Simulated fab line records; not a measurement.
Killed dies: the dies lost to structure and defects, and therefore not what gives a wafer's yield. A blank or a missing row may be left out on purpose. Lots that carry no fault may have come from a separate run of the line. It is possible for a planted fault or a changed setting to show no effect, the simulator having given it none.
fab line records	flow n5_finfet
record: lots: 10	wafers: 29	last_day: 18
route steps=1938 shown BEOL_M14@1760 BEOL_M15@1787
lots that met no fault: taken from a fault-free run of the same line
start_h: hours from the record's first day to the start of the lot's first wafer shown	wait_h: hours from the lot's prior step to this one	" repeats the value in the row above	L1.1+2: a single row standing in for several wafers	- value missing, or start not given	* or withheld: withheld	< > ~ a bound
route shown NAME@n: names a module that has steps shown in the file, with the first one's number in the route	usual: mean/standard deviation of fault-free wafers	same: alike in all rows	chamber/n: place in a boat	sites: readings site by site	_std_site: how widely they spread, as a standard deviation	_edge_site: outer sites' mean less inner sites'	radius_mm: how far each site lies from the wafer's centre	mask NAME#n: copy n	behind: the most recent tool/chamber to have shaped the wafer	hold: why the lot went on hold/how many hours it stayed there/how the hold came to an end	device: transistor that didn't switch, given as n, p or np	end of line: the route-end tests of the same wafers	a step without rows: its recipe alone	killed: dies that structure and defects cost at the first sort, which is not the same as the wafer's yield	map: shows each die of a wafer: x if killed, . if not, _ if none is there
set.NAME: the setting that was run; set.NAME@STEP: the one run at that earlier step	model.NAME: the simulator's own value behind a step, which no gauge read
a sample of lots followed through the steps of the route, with each step as a table and each wafer as a row
services: from which hour (start_h, from the record's first day; less than 0 if before it) a tool's chamber was out of use, for how many hours, and why
== steps ==
step: N5_BEOL_M14_DEGAS_41
recipe: ambient: vacuum	temp_c: 300	time_s: 60
usual: heater_power_w: 418/51
lot.wafer	tool	chamber	start_h	wait_h	heater_power_w
L496.2	pvd_sputter-01	-	246.49	0.4	441
L496.3	"	-	"	"	508
L496.4	"	-	"	"	364
L499.3	pvd_sputter-01	-	269.05	0.9	511
L499.5	"	-	"	"	347
L499.6	"	-	"	"	364
L501.1	pvd_sputter-03	-	288.89	0.4	396
L501.3	"	-	"	"	421
L501.5	"	-	"	"	411
L502.2	pvd_sputter-01	-	289.94	0.4	365
L502.5	"	-	"	"	509
L502.6	"	-	"	"	369
L507.2	pvd_sputter-02	-	319.91	0.1	425
L507.5	"	-	"	"	469
L507.6	"	-	"	"	427
L510.2	pvd_sputter-01	-	332.46	0.4	359
L510.3	"	-	"	"	527
L510.5	"	-	"	"	371
L509.1	pvd_sputter-01	-	337.79	0.2	346
L509.4	"	-	"	"	438
L509.5	"	-	"	"	429
L511.2	pvd_sputter-02	-	338.66	0.3	473
L511.4	"	-	"	"	436
L517.1	pvd_sputter-03	-	357.28	0.7	411
L517.2	"	-	"	"	412
L517.3	"	-	"	"	360
L513.3	pvd_sputter-01	-	399.85	0.3	516
L513.4	"	-	"	"	352
L513.6	"	-	"	"	368
step: N5_BEOL_M14_PRE_CLEAN_42
recipe: gas: H2/He	time_s: 30	temp_c: 300
usual: heater_power_w: 419/51
lot.wafer	tool	chamber	start_h	wait_h	heater_power_w
L496.2	pvd_sputter-01	-	246.53	0.0	440
L496.3	"	-	"	"	519
L496.4	"	-	"	"	367
L499.3	pvd_sputter-01	-	269.09	0.0	529
L499.5	"	-	"	"	348
L499.6	"	-	"	"	380
L501.1	pvd_sputter-03	-	288.93	0.0	401
L501.3	"	-	"	"	422
L501.5	"	-	"	"	415
L502.2	pvd_sputter-01	-	289.98	0.0	370
L502.5	"	-	"	"	512
L502.6	"	-	"	"	364
L507.2	pvd_sputter-02	-	319.95	0.0	438
L507.5	"	-	"	"	478
L507.6	"	-	"	"	440
L510.2	pvd_sputter-01	-	332.50	0.0	360
L510.3	"	-	"	"	522
L510.5	"	-	"	"	370
L509.1	pvd_sputter-01	-	337.83	0.0	350
L509.4	"	-	"	"	445
L509.5	"	-	"	"	433
L511.2	pvd_sputter-02	-	338.70	0.0	458
L511.4	"	-	"	"	427
L517.1	pvd_sputter-03	-	357.32	0.0	401
L517.2	"	-	"	"	408
L517.3	"	-	"	"	368
L513.3	pvd_sputter-01	-	399.89	0.0	503
L513.4	"	-	"	"	351
L513.6	"	-	"	"	366
step: N5_BEOL_M15_ETCH_59
recipe: chemistry: N2/H2	target: BARC	target_depth_a: 890	overetch_a: 267	time_s: 67.9	ion_energy_ev: 200	pressure_mtorr: 30	source_w: 840	bias_w: 150	n2_flow_sccm: 200	h2_flow_sccm: 200
usual: bias_w: 150.1/0.47	drypump_motor_current_A: 5.8/0.41	h2_flow_sccm: 200.0/0.56	oes_product_au: 0.67/0.056	rf_fwd_power_W: 833/4	rf_vpp_V: 524.2/3	run_length_s: 91.4/0.53	showerhead_plenum_p_Torr: 2.55/0.11	throttle_valve_pct: 17.92/0.2
lot.wafer	tool	chamber	start_h	wait_h	bias_w	drypump_motor_current_A	h2_flow_sccm	oes_product_au	rf_fwd_power_W	rf_hours_counter_h	rf_vpp_V	run_length_s	showerhead_plenum_p_Torr	throttle_valve_pct
L496.2	rie_diel-03	0	248.88	0.0	150.5	5.4	201.0	0.64	832	171	523.6	92.1	2.53	18.00
L496.3	"	3	"	"	149.6	6.0	200.9	0.76	840	36	528.1	91.1	2.71	18.04
L496.4	"	2	"	"	149.6	6.2	200.2	0.70	830	90	523.3	91.2	2.57	17.64
L499.3	rie_diel-05	1	271.18	0.0	150.1	5.3	199.8	0.71	840	85	527.0	91.8	2.68	17.70
L499.5	"	1	"	"	150.5	5.3	200.2	0.71	836	-	526.8	91.8	2.68	17.70
L499.6	"	2	"	"	150.0	5.4	200.4	0.70	827	-	527.5	91.7	2.67	17.95
L501.1	rie_diel-03	1	291.00	0.0	150.0	6.0	200.2	0.61	826	223	520.7	92.1	2.40	17.92
L501.3	"	0	"	"	149.8	5.4	200.4	0.63	833	180	522.9	91.9	2.53	18.03
L501.5	"	3	"	"	149.7	6.1	199.6	0.74	841	-	528.8	91.2	2.70	18.06
L502.2	rie_diel-04	2	292.97	0.0	150.4	4.8	199.4	0.60	838	213	525.3	92.4	2.63	17.73
L502.5	"	0	"	"	150.2	6.3	199.7	0.61	835	-	521.0	90.5	2.52	17.82
L502.6	"	1	"	"	149.2	5.4	199.9	0.69	833	-	522.1	91.3	2.46	18.29
L507.2	rie_diel-03	2	323.66	0.0	151.0	6.2	200.8	0.68	833	112	524.2	91.2	2.56	17.70
L507.5	"	1	"	"	149.6	6.0	199.9	0.59	828	-	520.7	91.9	2.39	17.95
L507.6	"	0	"	"	150.5	5.4	198.9	0.62	830	-	523.5	91.9	2.52	18.03
L510.2	rie_diel-03	2	335.21	0.0	-	6.2	199.7	0.78	-	117	524.1	71.2	2.56	17.72
L510.3	"	0	"	"	149.7	5.4	199.7	0.61	838	203	522.0	91.8	2.52	18.06
L510.5	"	0	"	"	150.2	5.4	199.6	0.61	837	-	525.4	92.2	2.52	18.06
L509.1	rie_diel-03	3	340.04	0.0	150.0	6.1	199.9	0.72	836	73	526.0	91.1	2.69	18.14
L509.4	"	1	"	"	-	6.0	200.8	0.69	-	246	518.9	71.7	2.39	17.98
L509.5	"	3	"	"	150.2	6.1	199.6	0.73	833	-	527.5	91.1	2.69	18.12
L511.2	rie_diel-03	1	341.45	0.0	-	6.0	199.4	0.70	-	247	521.2	71.6	2.39	17.98
L511.4	"	0	"	"	-	5.4	201.0	0.71	-	205	522.4	71.8	2.52	18.08
L517.1	rie_diel-04	1	359.41	0.0	149.7	5.3	200.3	0.68	833	91	522.0	90.9	2.46	18.31
L517.2	"	0	"	"	150.0	6.3	200.2	0.61	830	217	522.1	90.4	2.52	17.85
L517.3	"	2	"	"	150.1	4.8	201.1	0.61	835	218	525.4	92.4	2.62	17.77
L513.3	rie_diel-05	0	402.62	0.0	149.2	6.3	200.2	0.66	832	129	520.9	91.1	2.45	18.30
L513.4	"	1	"	"	149.9	5.3	199.8	0.67	837	132	528.0	91.6	2.66	17.78
L513.6	"	2	"	"	150.2	5.4	199.3	0.66	828	-	525.7	91.6	2.65	18.04
step: N5_BEOL_M15_STRIP_63
recipe: chemistry: O2	power_w: 600	temp_c: 60	pressure_mtorr: 30	rf_frequency_hz: 6e+07	bias_power_w: 0	overash_fraction: 0.3	o2_flow_sccm: 225
usual: drypump_motor_current_A: 5.8/0.41	oes_product_au: 0.78/0.068	rf_vpp_V: 3.5/0.73	showerhead_plenum_p_Torr: 2.10/0.084	throttle_valve_pct: 16.70/0.18
lot.wafer	tool	chamber	start_h	wait_h	drypump_motor_current_A	oes_product_au	rf_hours_counter_h	rf_vpp_V	showerhead_plenum_p_Torr	throttle_valve_pct
L496.2	rie_diel-03	0	-	-	5.4	0.74	172	3.7	2.09	16.86
L496.3	"	3	"	"	6.1	0.90	36	2.5	2.22	16.73
L496.4	"	2	"	"	6.2	0.81	90	3.1	2.11	16.45
L499.3	rie_diel-05	1	-	-	5.3	0.83	85	2.9	2.21	16.50
L499.5	"	1	"	"	5.3	0.84	-	3.6	2.21	16.49
L499.6	"	2	"	"	5.4	0.83	-	4.2	2.21	16.63
L501.1	rie_diel-03	1	-	-	5.9	0.72	223	4.0	1.99	16.77
L501.3	"	0	"	"	5.4	0.73	181	3.1	2.08	16.85
L501.5	"	3	"	"	6.0	0.87	-	3.5	2.22	16.72
L502.2	rie_diel-04	2	-	-	4.7	0.70	213	3.9	2.16	16.55
L502.5	"	0	"	"	6.2	0.70	-	3.2	2.08	16.72
L502.6	"	1	"	"	5.4	0.81	-	4.1	2.03	16.96
L507.2	rie_diel-03	2	-	-	6.2	0.80	112	3.2	2.10	16.51
L507.5	"	1	"	"	6.0	0.70	-	4.0	1.98	16.79
L507.6	"	0	"	"	5.4	0.72	-	3.8	2.08	16.89
L510.2	rie_diel-03	2	-	-	6.1	0.78	117	3.2	2.10	16.50
L510.3	"	0	"	"	5.4	0.71	203	2.5	2.07	16.93
L510.5	"	0	"	"	5.4	0.73	-	5.4	2.07	16.89
L509.1	rie_diel-03	3	-	-	6.0	0.85	73	2.6	2.21	16.76
L509.4	"	1	"	"	6.0	0.69	246	2.5	1.98	16.84
L509.5	"	3	"	"	6.0	0.85	-	1.9	2.21	16.77
L511.2	rie_diel-03	1	-	-	6.0	0.68	247	3.4	1.98	16.82
L511.4	"	0	"	"	5.4	0.71	206	4.1	2.07	16.91
L517.1	rie_diel-04	1	-	-	5.4	0.80	92	3.7	2.03	16.98
L517.2	"	0	"	"	6.3	0.72	217	4.6	2.08	16.72
L517.3	"	2	"	"	4.8	0.71	218	5.3	2.16	16.57
L513.3	rie_diel-05	0	-	-	6.3	0.78	129	2.7	2.02	16.99
L513.4	"	1	"	"	5.3	0.80	132	3.5	2.19	16.56
L513.6	"	2	"	"	5.5	0.78	-	4.4	2.19	16.71
step: N5_BEOL_M15_CD_MEAS_17
recipe: target_cd_nm: 360	polarity: opening
usual: cd_nm: 361.9/1.5
lot.wafer	tool	chamber	start_h	wait_h	cd_nm
L496.2	cd_sem-01	-	249.35	0.0	360.8
L496.3	"	-	"	"	360.3
L496.4	"	-	"	"	360.3
L499.3	cd_sem-02	-	271.65	0.0	362.3
L499.5	"	-	"	"	363.0
L499.6	"	-	"	"	361.7
L501.1	cd_sem-02	-	291.46	0.0	361.8
L501.3	"	-	"	"	362.2
L501.5	"	-	"	"	361.3
L502.2	cd_sem-03	-	293.43	0.0	364.5
L502.5	"	-	"	"	363.4
L502.6	"	-	"	"	365.6
L507.2	cd_sem-03	-	324.13	0.0	363.1
L507.5	"	-	"	"	362.2
L507.6	"	-	"	"	365.5
L510.2	cd_sem-02	-	335.67	0.0	356.5
L510.3	"	-	"	"	359.1
L510.5	"	-	"	"	362.0
L509.1	cd_sem-01	-	340.50	0.0	362.5
L509.4	"	-	"	"	357.7
L509.5	"	-	"	"	364.6
L511.2	cd_sem-03	-	341.92	0.0	356.7
L511.4	"	-	"	"	357.4
L517.1	cd_sem-01	-	359.87	0.0	363.5
L517.2	"	-	"	"	360.8
L517.3	"	-	"	"	365.3
L513.3	cd_sem-02	-	403.09	0.0	361.4
L513.4	"	-	"	"	362.0
L513.6	"	-	"	"	361.1
== services ==
tool	chamber	start_h	hours	kind
rie_diel-05	3	242.10	-	clean
rie_diel-05	3	242.10	-	consumable_replace:focus_ring
rie_diel-05	3	242.10	27.1	scheduled_down
rie_diel-05	3	242.10	27.1	vent_cycle
rie_diel-05	1	245.40	1.7	repair
rie_diel-04	2	270.32	2.7	repair
rie_diel-04	2	293.38	3.7	repair
pvd_sputter-03	-	340.49	2.0	repair
rie_diel-03	1	352.01	-	clean
rie_diel-03	1	352.01	-	consumable_replace:focus_ring
rie_diel-03	1	352.01	-	consumable_replace:showerhead
rie_diel-03	1	352.01	10.5	scheduled_down
rie_diel-03	1	352.01	10.5	vent_cycle
rie_diel-03	-	370.21	10.0	pm
rie_diel-04	2	373.47	3.8	repair
pvd_sputter-01	-	402.01	2.4	repair
== key ==
first_sign: step: N5_BEOL_M15_ETCH_59	reading: run_length_s	direction: down	sigmas: 37	usual: *	struck: *
effect: step: N5_BEOL_M15_CD_MEAS_17	reading: cd_nm	direction: down	sigmas: 3.1	usual: 361.9	struck: 357.1
met_at N5_BEOL_M15_ETCH_59
struck_lots L509,L510,L511
struck_wafers L509.4,L510.2,L511.2,L511.4
not_acting_at N5_BEOL_M14_DEGAS_41,N5_BEOL_M14_PRE_CLEAN_42,N5_BEOL_M15_STRIP_63
onset_between 323.66 335.21
fault: kind: process_parameter_drift	tool: rie_diel-03	chamber: -	onset_h: 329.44	steps: N5_BEOL_M15_ETCH_59	channel: time_s	offset: *	shape: step	end_h: 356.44	scope: struck_wafers_only	acts_in: *	stated: *
